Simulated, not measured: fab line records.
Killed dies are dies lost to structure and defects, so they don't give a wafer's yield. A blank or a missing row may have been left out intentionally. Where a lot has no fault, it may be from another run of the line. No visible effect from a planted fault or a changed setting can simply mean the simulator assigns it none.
Chamber matching || flow n5-finfet || ald-sin-04 running N5_BEOL_M3_ALD_98: 4 sister chambers
The step deposits SiO2, target thk 2.5 nm, pulse time 1 s, co reactant pulse time 1 s. 8 wafers are shown with their chamber, then 8 later ones without.

EACH WAFER AND ITS CHAMBER
{"wafer": "L075.3", "chamber": 0, "heater-power-w (W)": 75, "precursor-pulse-height-rel": 1.024}
{"wafer": "L080.5", "chamber": 0, "heater-power-w (W)": 77, "precursor-pulse-height-rel": 1.021}
{"wafer": "L081.3", "chamber": 3, "heater-power-w (W)": 77, "precursor-pulse-height-rel": 1.005}
{"wafer": "L081.5", "chamber": 1, "heater-power-w (W)": 83, "precursor-pulse-height-rel": 1.013}
{"wafer": "L083.2", "chamber": 1, "heater-power-w (W)": 82, "precursor-pulse-height-rel": 0.994}
{"wafer": "L083.4", "chamber": 2, "heater-power-w (W)": 78, "precursor-pulse-height-rel": 1.023}
{"wafer": "L083.6", "chamber": 2, "heater-power-w (W)": 79, "precursor-pulse-height-rel": 1.013}
{"wafer": "L087.1", "chamber": 3, "heater-power-w (W)": 75, "precursor-pulse-height-rel": 1.001}

WAFERS WITHOUT THEIR CHAMBER
{"wafer": "L087.5", "heater-power-w (W)": 75, "precursor-pulse-height-rel": 1.001}
{"wafer": "L087.6", "heater-power-w (W)": 78, "precursor-pulse-height-rel": 0.997}
{"wafer": "L088.1", "heater-power-w (W)": 80, "precursor-pulse-height-rel": 0.985}
{"wafer": "L088.4", "heater-power-w (W)": 77, "precursor-pulse-height-rel": 0.996}
{"wafer": "L088.5", "heater-power-w (W)": 78, "precursor-pulse-height-rel": 0.979}
{"wafer": "L096.1", "heater-power-w (W)": 77, "precursor-pulse-height-rel": 1.004}
{"wafer": "L096.4", "heater-power-w (W)": 78, "precursor-pulse-height-rel": 1.026}
{"wafer": "L096.6", "heater-power-w (W)": 81, "precursor-pulse-height-rel": 1.009}

EACH ONE'S CHAMBER
{"wafer": "L087.5", "from the rows above": "can't be placed: 3 or 0", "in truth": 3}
{"wafer": "L087.6", "from the rows above": "can't be placed: 3 or 2 or 0", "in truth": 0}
{"wafer": "L088.1", "from the rows above": "can't be placed: 1 or 3 or 2", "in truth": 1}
{"wafer": "L088.4", "from the rows above": "can't be placed: 3 or 2", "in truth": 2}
{"wafer": "L088.5", "from the rows above": "can't be placed: 3 or 2 or 1", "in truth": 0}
{"wafer": "L096.1", "from the rows above": "can't be placed: 3 or 2 or 0", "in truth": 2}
{"wafer": "L096.4", "from the rows above": "can't be placed: 2 or 0", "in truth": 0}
{"wafer": "L096.6", "from the rows above": "can't be placed: 1 or 2", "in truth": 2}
Correctly placed: 0 of 8. Unplaceable from these rows: 8, with the true chamber sitting among the candidates in 7. 0 placed wrongly.
How it was worked out, from the rows above alone: a wafer's distance from a chamber is the root of the sum, over the readings, of the square of ((its reading less the chamber's mean) divided by the reading's scatter). The wafer belongs to the nearest chamber; if the next one is less than 2 further off, it can't be placed. The mean given for a chamber averages the wafers shown for that chamber. The scatter is the square root of a quotient: the sum, over the shown wafers, of each reading's squared deviation from its chamber's mean, divided by wafers minus chambers.
